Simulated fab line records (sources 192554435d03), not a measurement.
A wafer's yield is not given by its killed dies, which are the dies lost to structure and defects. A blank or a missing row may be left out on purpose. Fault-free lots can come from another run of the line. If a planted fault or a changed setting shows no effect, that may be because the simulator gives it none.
fab line records + flow n5Finfet
[record]
- lots = 15
- wafers = 45
- lastDay = 17
route steps=1938 shown SD_ACTIVATION@330 SDB@355
lots with no fault: from the same line, run without faults
startH: the number of hours between the record's first day and the start of the first shown wafer of the lot + waitH: time in hours since the lot's previous step + " as in the row above + L1.1+2: one row covering several wafers at once + - no value, or no start given + * or withheld: withheld + < > ~ a bound
route shown NAME@n: names a module that has steps shown in the file, with the first one's number in the route + usual: average and standard deviation across the fault-free wafers + same: alike in all rows + chamber/n: place in a boat + sites: the reading at each site + _std_site: the values' standard deviation + _edge_site: outer sites' mean less inner sites' + radiusMm: for every site, how far away it sits from the centre of the wafer + mask NAME#n: copy n + behind: the last tool/chamber to shape the wafer + hold: what put the lot on hold/how long, in hours/how the hold closed + device: transistor that didn't switch, given as n, p or np + end of line: tests run on the same wafers once the route is complete + a step without rows: its recipe alone + killed: dies lost to structure and defects at the first sort, not the wafer's yield + map: a wafer's dies, marking killed ones x, the rest . and places with no die _
set.NAME: the run value of the setting; set.NAME@STEP: its run value at that earlier step + model.NAME: the simulator's own value behind a step, which no gauge read
route steps across a sampled set of lots; one table per step, one row per wafer
services: from which hour (startH, from the record's first day; less than 0 if before it) a tool's chamber was out of use, for how many hours, and why
[[steps]]
[step N5_SD_ACTIVATION_RTA_00]
[recipe]
- tempC = 975
- timeS = 0
- ambient = N2
- idleTempC = 600
- rampUpCPerS = 150
- rampDownCPerS = 60
- coolToC = 600
[usual]
- lampPowerPct = 8.96/0.049
- lamp_zone_6_pct = 8.878/0.027
- lamp_zone_7_pct = 9.35/0.03
- wafer_temp_C_max = 974.8/1.8
| lot.wafer | tool         | chamber | startH | waitH | lampPowerPct | lamp_zone_6_pct | lamp_zone_7_pct | wafer_temp_C_max |
|-----------|--------------|---------|--------|-------|--------------|-----------------|-----------------|------------------|
| L197.1    | rtpAnneal-02 | 0       | 64.00  | 0.0   | 8.95         | 8.859           | 9.31            | 976.1            |
| L197.3    | "            | 0       | "      | "     | 8.96         | 8.890           | 9.36            | 975.9            |
| L197.5    | "            | 0       | "      | "     | 8.86         | 8.900           | 9.35            | 974.9            |
| L198.1    | rtpAnneal-01 | 0       | 69.28  | 0.2   | 8.97         | 8.889           | 9.37            | 972.6            |
| L198.4    | "            | 0       | "      | "     | 8.93         | 8.868           | 9.37            | 975.0            |
| L198.5    | "            | 0       | "      | "     | 8.99         | 8.873           | 9.31            | 976.4            |
| L199.1    | rtpAnneal-01 | 0       | 75.76  | 0.0   | 8.89         | 8.897           | 9.37            | 974.2            |
| L199.3    | "            | 0       | "      | "     | 8.92         | 8.875           | 9.36            | 972.3            |
| L199.5    | "            | 0       | "      | "     | 8.98         | 8.951           | 9.35            | 975.4            |
| L200.1    | rtpAnneal-01 | 0       | 81.63  | 1.5   | 9.06         | 8.893           | 9.33            | 972.6            |
| L200.5    | "            | 0       | "      | "     | 8.94         | 8.890           | 9.34            | 978.4            |
| L200.6    | "            | 0       | "      | "     | 8.96         | 8.881           | 9.35            | 976.8            |
| L201.1    | rtpAnneal-02 | 0       | 86.67  | 0.0   | 8.93         | 8.876           | 9.36            | 973.3            |
| L201.3    | "            | 0       | "      | "     | 8.97         | 8.907           | 9.37            | 972.6            |
| L201.5    | "            | 0       | "      | "     | 9.02         | 8.894           | 9.34            | 970.4            |
| L206.1    | rtpAnneal-01 | 0       | 123.56 | 0.1   | 8.97         | 8.833           | 9.36            | 974.5            |
| L206.5    | "            | 0       | "      | "     | 9.00         | 8.816           | 9.34            | 976.5            |
| L206.6    | "            | 0       | "      | "     | 8.94         | 8.855           | 9.39            | 975.7            |
| L207.2    | rtpAnneal-02 | 0       | 126.55 | 0.1   | 8.96         | 8.818           | 9.31            | 975.7            |
| L207.3    | "            | 0       | "      | "     | 9.02         | 8.877           | 9.37            | 973.9            |
| L207.4    | "            | 0       | "      | "     | 9.01         | 8.878           | 9.37            | 970.4            |
| L208.1    | rtpAnneal-01 | 0       | 133.69 | 0.4   | 9.00         | 8.867           | 9.34            | 976.8            |
| L208.3    | "            | 0       | "      | "     | 8.91         | 8.872           | 9.32            | 974.8            |
| L208.4    | "            | 0       | "      | "     | 8.93         | 8.875           | 9.35            | 975.8            |
| L211.1    | rtpAnneal-01 | 0       | 149.34 | 0.1   | 9.00         | 8.890           | 9.37            | 971.5            |
| L211.2    | "            | 0       | "      | "     | 8.91         | 8.917           | 9.34            | 972.6            |
| L211.3    | "            | 0       | "      | "     | 8.96         | 8.889           | 9.37            | 975.6            |
| L212.1    | rtpAnneal-02 | 0       | 154.97 | 0.1   | 9.01         | 8.822           | 9.34            | 974.2            |
| L212.5    | "            | 0       | "      | "     | 8.93         | 8.874           | 9.42            | 974.3            |
| L212.6    | "            | 0       | "      | "     | 8.99         | 8.916           | 9.34            | 977.8            |
| L214.1    | rtpAnneal-01 | 0       | 164.65 | 0.0   | 8.96         | 8.860           | 9.40            | 974.5            |
| L214.2    | "            | 0       | "      | "     | 8.94         | 8.892           | 9.35            | 974.0            |
| L214.4    | "            | 0       | "      | "     | 9.06         | 8.893           | 9.34            | 976.6            |
| L215.3    | rtpAnneal-01 | 0       | 171.85 | 0.1   | 8.98         | 8.873           | 9.36            | 974.0            |
| L215.5    | "            | 0       | "      | "     | 9.01         | 8.874           | 9.38            | 976.0            |
| L215.6    | "            | 0       | "      | "     | 8.93         | 8.869           | 9.30            | 973.8            |
| L216.2    | rtpAnneal-01 | 0       | 178.77 | 0.1   | 9.00         | 8.882           | 9.35            | 974.2            |
| L216.5    | "            | 0       | "      | "     | 8.99         | 8.891           | 9.37            | 972.0            |
| L216.6    | "            | 0       | "      | "     | 8.92         | 8.897           | 9.39            | 972.2            |
| L218.4    | rtpAnneal-02 | 0       | 190.69 | 0.1   | 9.01         | 8.870           | 9.30            | 974.1            |
| L218.5    | "            | 0       | "      | "     | 8.93         | 8.832           | 9.34            | 975.0            |
| L218.6    | "            | 0       | "      | "     | 8.94         | 8.885           | 9.28            | 973.4            |
| L219.1    | rtpAnneal-01 | 0       | 198.84 | 0.1   | 9.00         | 8.888           | 9.34            | 977.2            |
| L219.2    | "            | 0       | "      | "     | 8.98         | 8.828           | 9.32            | 974.6            |
| L219.6    | "            | 0       | "      | "     | 9.00         | 8.861           | 9.36            | 974.8            |
[step N5_SD_ACTIVATION_LSA_01]
[recipe]
- tempC = 1080
- timeS = 0.0008
- ambient = N2
[usual]
- wafer_temp_C_max = 1084.5/1.2
| lot.wafer | tool           | chamber | startH | waitH | wafer_temp_C_max |
|-----------|----------------|---------|--------|-------|------------------|
| L197.1    | laserAnneal-01 | 0       | 64.20  | 0.2   | 1085.4           |
| L197.3    | "              | 0       | "      | "     | 1085.8           |
| L197.5    | "              | 0       | "      | "     | 1085.3           |
| L198.1    | laserAnneal-01 | 0       | 69.49  | 0.2   | 1085.4           |
| L198.4    | "              | 0       | "      | "     | 1084.5           |
| L198.5    | "              | 0       | "      | "     | 1083.7           |
| L199.1    | laserAnneal-01 | 0       | 75.97  | 0.2   | 1085.5           |
| L199.3    | "              | 0       | "      | "     | 1084.7           |
| L199.5    | "              | 0       | "      | "     | 1084.9           |
| L200.1    | laserAnneal-01 | 0       | 81.83  | 0.2   | 1084.3           |
| L200.5    | "              | 0       | "      | "     | 1085.8           |
| L200.6    | "              | 0       | "      | "     | 1085.6           |
| L201.1    | laserAnneal-02 | 0       | 86.87  | 0.2   | 1082.6           |
| L201.3    | "              | 0       | "      | "     | 1083.2           |
| L201.5    | "              | 0       | "      | "     | 1083.2           |
| L206.1    | laserAnneal-01 | 0       | 123.76 | 0.2   | 1083.9           |
| L206.5    | "              | 0       | "      | "     | 1084.6           |
| L206.6    | "              | 0       | "      | "     | 1086.0           |
| L207.2    | laserAnneal-02 | 0       | 126.75 | 0.2   | 1083.5           |
| L207.3    | "              | 0       | "      | "     | 1083.8           |
| L207.4    | "              | 0       | "      | "     | 1083.4           |
| L208.1    | laserAnneal-01 | 0       | 133.89 | 0.2   | 1085.8           |
| L208.3    | "              | 0       | "      | "     | 1086.3           |
| L208.4    | "              | 0       | "      | "     | 1084.3           |
| L211.1    | laserAnneal-02 | 0       | 149.54 | 0.2   | 1083.6           |
| L211.2    | "              | 0       | "      | "     | 1082.5           |
| L211.3    | "              | 0       | "      | "     | 1083.6           |
| L212.1    | laserAnneal-01 | 0       | 155.17 | 0.2   | 1084.8           |
| L212.5    | "              | 0       | "      | "     | 1086.5           |
| L212.6    | "              | 0       | "      | "     | 1084.8           |
| L214.1    | laserAnneal-01 | 0       | 164.85 | 0.2   | 1085.9           |
| L214.2    | "              | 0       | "      | "     | 1083.0           |
| L214.4    | "              | 0       | "      | "     | 1087.4           |
| L215.3    | laserAnneal-02 | 0       | 172.05 | 0.2   | 1083.5           |
| L215.5    | "              | 0       | "      | "     | 1083.2           |
| L215.6    | "              | 0       | "      | "     | 1084.8           |
| L216.2    | laserAnneal-01 | 0       | 178.97 | 0.2   | 1087.4           |
| L216.5    | "              | 0       | "      | "     | 1085.5           |
| L216.6    | "              | 0       | "      | "     | 1084.1           |
| L218.4    | laserAnneal-01 | 0       | 190.89 | 0.2   | 1085.3           |
| L218.5    | "              | 0       | "      | "     | 1084.1           |
| L218.6    | "              | 0       | "      | "     | 1086.3           |
| L219.1    | laserAnneal-02 | 0       | 199.06 | 0.2   | 1082.7           |
| L219.2    | "              | 0       | "      | "     | 1083.7           |
| L219.6    | "              | 0       | "      | "     | 1083.0           |
[step N5_SDB_DEVELOP_10]
[recipe]
- developTimeS = 30
- developer = TMAH
- resist = CAR-ArF
- rinseLiquid = diw
- dry = airSpin
- devTempC = 23
[usual]
- chillPlateTempC = 23.01/0.1
- developTimeS = 30/0
- resistLineTempC = 23.00/0.099
| lot.wafer | tool          | chamber | startH | waitH | chillPlateTempC | developTimeS | resistLineTempC |
|-----------|---------------|---------|--------|-------|-----------------|--------------|-----------------|
| L197.1    | lithoTrack-02 | 0       | 71.30  | -     | 22.93           | 30           | 22.97           |
| L197.3    | "             | 0       | "      | "     | 23.09           | 30           | 23.07           |
| L197.5    | "             | 0       | "      | "     | 23.00           | 30           | 23.07           |
| L198.1    | lithoTrack-03 | 0       | 77.70  | -     | 23.00           | 30           | 23.00           |
| L198.4    | "             | 0       | "      | "     | 23.10           | 30           | 22.92           |
| L198.5    | "             | 0       | "      | "     | 22.98           | 30           | 23.11           |
| L199.1    | lithoTrack-05 | 0       | 83.18  | -     | 22.99           | 30           | 23.01           |
| L199.3    | "             | 0       | "      | "     | 22.85           | 30           | 23.01           |
| L199.5    | "             | 0       | "      | "     | 23.03           | 30           | 23.10           |
| L200.1    | lithoTrack-03 | 0       | 89.08  | -     | 22.97           | 30           | 23.02           |
| L200.5    | "             | 0       | "      | "     | 22.92           | 30           | 23.12           |
| L200.6    | "             | 0       | "      | "     | 23.02           | 30           | 23.02           |
| L201.1    | lithoTrack-02 | 0       | 95.23  | -     | 22.76           | 30           | 22.99           |
| L201.3    | "             | 0       | "      | "     | 22.96           | 30           | 22.90           |
| L201.5    | "             | 0       | "      | "     | 22.89           | 30           | 23.03           |
| L206.1    | lithoTrack-05 | -       | 130.97 | -     | -               | -            | -               |
| L206.5    | "             | -       | "      | "     | -               | -            | -               |
| L206.6    | "             | -       | "      | "     | -               | -            | -               |
| L207.2    | lithoTrack-03 | -       | 134.01 | -     | -               | -            | -               |
| L207.3    | "             | -       | "      | "     | -               | -            | -               |
| L207.4    | "             | -       | "      | "     | -               | -            | -               |
| L208.1    | lithoTrack-05 | -       | 141.26 | -     | -               | -            | -               |
| L208.3    | "             | -       | "      | "     | -               | -            | -               |
| L208.4    | "             | -       | "      | "     | -               | -            | -               |
| L211.1    | lithoTrack-02 | 0       | 158.45 | -     | 23.17           | 30           | 23.06           |
| L211.2    | "             | 0       | "      | "     | 23.01           | 30           | 22.91           |
| L211.3    | "             | 0       | "      | "     | 23.22           | 30           | 22.85           |
| L212.1    | lithoTrack-02 | 0       | 162.55 | -     | 23.14           | 30           | 23.06           |
| L212.5    | "             | 0       | "      | "     | 23.12           | 30           | 23.10           |
| L212.6    | "             | 0       | "      | "     | 22.99           | 30           | 23.02           |
| L214.1    | lithoTrack-03 | 0       | 172.33 | -     | 23.13           | 30           | 22.86           |
| L214.2    | "             | 0       | "      | "     | 22.86           | 30           | 22.87           |
| L214.4    | "             | 0       | "      | "     | 23.00           | 30           | 23.04           |
| L215.3    | lithoTrack-02 | 0       | 179.38 | -     | 23.17           | 30           | 22.91           |
| L215.5    | "             | 0       | "      | "     | 22.94           | 30           | 22.95           |
| L215.6    | "             | 0       | "      | "     | 22.97           | 30           | 22.92           |
| L216.2    | lithoTrack-03 | 0       | 186.41 | -     | 22.89           | 30           | 22.98           |
| L216.5    | "             | 0       | "      | "     | 23.04           | 30           | 22.95           |
| L216.6    | "             | 0       | "      | "     | 23.25           | 30           | 23.13           |
| L218.4    | lithoTrack-03 | 0       | 198.26 | -     | 22.91           | 30           | 22.63           |
| L218.5    | "             | 0       | "      | "     | 22.80           | 30           | 23.02           |
| L218.6    | "             | 0       | "      | "     | 22.86           | 30           | 22.87           |
| L219.1    | lithoTrack-03 | 0       | 206.53 | -     | 23.13           | 30           | 23.07           |
| L219.2    | "             | 0       | "      | "     | 23.16           | 30           | 22.98           |
| L219.6    | "             | 0       | "      | "     | 23.09           | 30           | 23.01           |
[step N5_SDB_HM_OPEN_20]
[recipe]
- chemistry = CH3F/O2
- target = SiNx
- maskMaterial = SOC
- targetDepthA = 240
- stopOn = poly-Si
- overEtchFrac = 0.4
- ionEnergyEv = 120
- pressureMtorr = 30
- sourceW = 395
- biasW = 73
- Ar_flow_sccm = 150
- CH3F_flow_sccm = 30
- O2_flow_sccm = 20
[usual]
- CH3F_flow_sccm = 30.00/0.099
- chamberPressureMTorr = 30.001/0.028
- drypumpMotorCurrentA = 5.7/0.56
- mfcArSccm = 150.0/0.4
- oesProductAu = 0.64/0.06
- rfVppV = 301/4.5
- showerheadPlenumPTorr = 2.04/0.058
- throttleValvePct = 16.39/0.23
| lot.wafer | tool       | chamber | startH | waitH | CH3F_flow_sccm | chamberPressureMTorr | drypumpMotorCurrentA | mfcArSccm | oesProductAu | rfHoursCounterH | rfVppV | showerheadPlenumPTorr | throttleValvePct |
|-----------|------------|---------|--------|-------|----------------|----------------------|----------------------|-----------|--------------|-----------------|--------|-----------------------|------------------|
| L197.1    | rieDiel-06 | 3       | 71.68  | 0.0   | 30.02          | 30.008               | 5.8                  | 150.1     | 0.62         | 127             | 297    | 2.00                  | 16.47            |
| L197.3    | "          | 0       | "      | "     | 30.02          | 29.956               | 4.9                  | 149.9     | 0.75         | 11              | 302    | 1.95                  | 16.17            |
| L197.5    | "          | 2       | "      | "     | 29.95          | 29.986               | 6.6                  | 150.2     | 0.61         | -               | 303    | 2.07                  | 16.51            |
| L198.1    | rieDiel-01 | 0       | 78.95  | 0.0   | 30.15          | 29.995               | 5.1                  | 149.3     | 0.73         | 25              | 305    | 1.96                  | 16.31            |
| L198.4    | "          | 1       | "      | "     | 29.82          | 29.931               | 5.9                  | 149.7     | 0.58         | 231             | 297    | 1.97                  | 16.56            |
| L198.5    | "          | 2       | "      | "     | 30.08          | 30.033               | 6.1                  | 149.7     | 0.64         | -               | 296    | 2.09                  | 16.43            |
| L199.1    | rieDiel-05 | 1       | 83.55  | 0.0   | 29.94          | 30.018               | 5.7                  | 149.8     | 0.68         | 62              | 309    | 2.11                  | 16.37            |
| L199.3    | "          | 3       | "      | "     | 30.13          | 29.985               | 5.7                  | 150.0     | 0.74         | 15              | 297    | 2.12                  | 15.92            |
| L199.5    | "          | 1       | "      | "     | 29.93          | 30.015               | 5.7                  | 149.6     | 0.69         | -               | 310    | 2.11                  | 16.37            |
| L200.1    | rieDiel-06 | 2       | 89.46  | 0.0   | 29.96          | 29.980               | 6.6                  | 149.5     | 0.59         | 198             | 302    | 2.07                  | 16.53            |
| L200.5    | "          | 2       | "      | "     | 29.93          | 30.013               | 6.6                  | 150.2     | 0.61         | -               | 302    | 2.07                  | 16.52            |
| L200.6    | "          | 1       | "      | "     | 29.85          | 29.972               | 5.1                  | 150.3     | 0.65         | -               | 295    | 2.02                  | 16.23            |
| L201.1    | rieDiel-06 | 2       | 95.60  | 0.0   | 29.96          | 29.991               | 6.6                  | 150.5     | 0.58         | 201             | 303    | 2.07                  | 16.50            |
| L201.3    | "          | 1       | "      | "     | 30.01          | 29.986               | 5.2                  | 150.0     | 0.63         | 127             | 296    | 2.02                  | 16.25            |
| L201.5    | "          | 1       | "      | "     | 29.97          | 30.020               | 5.2                  | 149.7     | 0.64         | -               | 294    | 2.02                  | 16.23            |
| L206.1    | rieDiel-06 | 2       | 131.34 | 0.0   | 29.99          | 29.990               | 6.6                  | 150.2     | 0.58         | 214             | 301    | 2.06                  | 16.55            |
| L206.5    | "          | 3       | "      | "     | 30.01          | 30.040               | 5.8                  | 150.2     | 0.61         | -               | 298    | 1.99                  | 16.48            |
| L206.6    | "          | 0       | "      | "     | 29.98          | 30.010               | 4.9                  | 150.6     | 0.72         | -               | 302    | 1.95                  | 16.23            |
| L207.2    | rieDiel-06 | 3       | 134.38 | 0.0   | 29.91          | 29.978               | 5.8                  | 150.3     | 0.61         | 148             | 297    | 1.99                  | 16.50            |
| L207.3    | "          | 2       | "      | "     | 30.03          | 30.065               | 6.6                  | 150.2     | 0.58         | 215             | 304    | 2.06                  | 16.54            |
| L207.4    | "          | 1       | "      | "     | 29.88          | 29.938               | 5.1                  | 150.4     | 0.63         | 137             | 295    | 2.01                  | 16.27            |
| L208.1    | rieDiel-05 | 0       | 141.64 | 0.0   | 29.97          | 29.932               | 6.6                  | 150.0     | 0.56         | 225             | 299    | 1.99                  | 16.38            |
| L208.3    | "          | 2       | "      | "     | 30.11          | 29.966               | 5.1                  | 149.9     | 0.57         | 204             | 306    | 2.08                  | 16.71            |
| L208.4    | "          | 3       | "      | "     | 29.93          | 30.052               | 5.7                  | 151.1     | 0.73         | 35              | 297    | 2.12                  | 15.97            |
| L211.1    | rieDiel-05 | 2       | 159.04 | 0.0   | 30.00          | 30.017               | 5.1                  | 150.0     | 0.59         | 210             | 304    | 2.08                  | 16.70            |
| L211.2    | "          | 3       | "      | "     | 29.89          | 29.983               | 5.7                  | 150.7     | 0.71         | 42              | 298    | 2.11                  | 15.98            |
| L211.3    | "          | 1       | "      | "     | 30.03          | 29.983               | 5.7                  | 149.5     | 0.67         | 89              | 309    | 2.10                  | 16.44            |
| L212.1    | rieDiel-05 | 3       | 163.01 | 0.0   | 30.03          | 30.019               | 5.7                  | 150.2     | 0.70         | 43              | 297    | 2.11                  | 15.98            |
| L212.5    | "          | 2       | "      | "     | 30.02          | 29.980               | 5.1                  | 149.4     | 0.57         | -               | 305    | 2.08                  | 16.71            |
| L212.6    | "          | 1       | "      | "     | 29.86          | 30.008               | 5.8                  | 150.9     | 0.65         | -               | 309    | 2.10                  | 16.41            |
| L214.1    | rieDiel-06 | 3       | 172.71 | 0.0   | 30.05          | 30.019               | 5.8                  | 149.6     | 0.61         | 160             | 298    | 1.99                  | 16.51            |
| L214.2    | "          | 0       | "      | "     | 30.03          | 30.044               | 4.9                  | 150.5     | 0.70         | 46              | 302    | 1.94                  | 16.23            |
| L214.4    | "          | 1       | "      | "     | 29.73          | 30.005               | 5.1                  | 150.3     | 0.62         | 149             | 295    | 2.01                  | 16.28            |
| L215.3    | rieDiel-06 | 3       | 179.75 | 0.0   | 30.02          | 29.996               | 5.8                  | 150.0     | 0.60         | 162             | 297    | 1.99                  | 16.54            |
| L215.5    | "          | 0       | "      | "     | 29.99          | 29.978               | 4.9                  | 149.9     | 0.72         | -               | 302    | 1.94                  | 16.26            |
| L215.6    | "          | 3       | "      | "     | 30.04          | 30.016               | 5.8                  | 149.7     | 0.61         | -               | 298    | 1.99                  | 16.53            |
| L216.2    | rieDiel-05 | 2       | 186.79 | 0.0   | 30.00          | 29.998               | 5.1                  | 150.2     | 0.56         | 221             | 307    | 2.08                  | 16.73            |
| L216.5    | "          | 2       | "      | "     | 30.00          | 29.992               | 5.1                  | 150.3     | 0.59         | -               | 306    | 2.08                  | 16.72            |
| L216.6    | "          | 3       | "      | "     | 30.11          | 29.976               | 5.7                  | 151.0     | 0.70         | -               | 297    | 2.11                  | 15.99            |
| L218.4    | rieDiel-06 | 0       | 198.63 | 0.0   | 30.09          | 30.043               | 4.9                  | 149.7     | 0.70         | 53              | 302    | 1.94                  | 16.27            |
| L218.5    | "          | 1       | "      | "     | 29.96          | 29.978               | 5.1                  | 150.2     | 0.64         | -               | 295    | 2.01                  | 16.30            |
| L218.6    | "          | 0       | "      | "     | 29.99          | 30.014               | 4.9                  | 149.3     | 0.70         | -               | 302    | 1.94                  | 16.25            |
| L219.1    | rieDiel-05 | 0       | 206.91 | 0.0   | 29.73          | 29.982               | 6.6                  | 149.4     | 0.55         | 248             | 297    | 1.98                  | 16.40            |
| L219.2    | "          | 1       | "      | "     | 30.04          | 30.058               | 5.8                  | 150.1     | 0.65         | 106             | 310    | 2.09                  | 16.47            |
| L219.6    | "          | 2       | "      | "     | 30.13          | 29.997               | 5.1                  | 150.6     | 0.56         | -               | 306    | 2.07                  | 16.74            |
[[services]]
| tool           | chamber | startH | hours | kind                        |
|----------------|---------|--------|-------|-----------------------------|
| rieDiel-06     | 1       | 41.28  | 3.1   | repair                      |
| lithoTrack-02  | -       | 42.32  | -     | consumableReplace:filter    |
| lithoTrack-03  | -       | 71.47  | -     | consumableReplace:filter    |
| rieDiel-06     | 3       | 73.64  | 6.6   | repair                      |
| rtpAnneal-02   | -       | 77.37  | 4.4   | pm                          |
| rieDiel-05     | 2       | 80.74  | 5.5   | repair                      |
| laserAnneal-02 | -       | 81.63  | 2.3   | pm                          |
| laserAnneal-01 | -       | 83.90  | 6.5   | pm                          |
| rieDiel-05     | 0       | 110.92 | 6.6   | repair                      |
| rieDiel-06     | 1       | 116.06 | 7.0   | repair                      |
| rieDiel-01     | 1       | 140.38 | -     | clean                       |
| rieDiel-01     | 1       | 140.38 | -     | consumableReplace:focusRing |
| rieDiel-01     | 1       | 140.38 | 15.4  | scheduledDown               |
| rieDiel-01     | 1       | 140.38 | 15.4  | ventCycle                   |
| laserAnneal-01 | -       | 147.77 | 2.9   | pm                          |
| rieDiel-01     | 1       | 194.65 | 3.8   | repair                      |
[[key]]
[firstSign]
- step = N5_SDB_DEVELOP_10
- reading = toolRecord
- direction = missing
effect none on later readings
metAt N5_SDB_DEVELOP_10
struckLots L206,L207,L208
laterRowsLeftOut L206.1,L206.5,L206.6,L207.2,L207.3,L207.4,L208.1,L208.3,L208.4
sortLeftOut L206.1,L206.5,L206.6,L207.2,L207.3,L207.4,L208.1,L208.3,L208.4
notActingAt N5_SD_ACTIVATION_RTA_00,N5_SD_ACTIVATION_LSA_01,N5_SDB_HM_OPEN_20
onsetBetween 89.08 130.97
[fault]
- kind = skippedStepWhole
- tool = lithoTrack-03,lithoTrack-05
- chamber = -
- onsetH = 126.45
- steps = N5_SDB_DEVELOP_10
- scope = struckLotsOnly
// sortLeftOut: the simulated sort isn't trusted on such a fault, so these wafers' sort isn't shown, and their yield isn't known
// laterRowsLeftOut: the simulator's readings of these wafers behind a module that went badly wrong aren't trusted and aren't shown, but for the sort
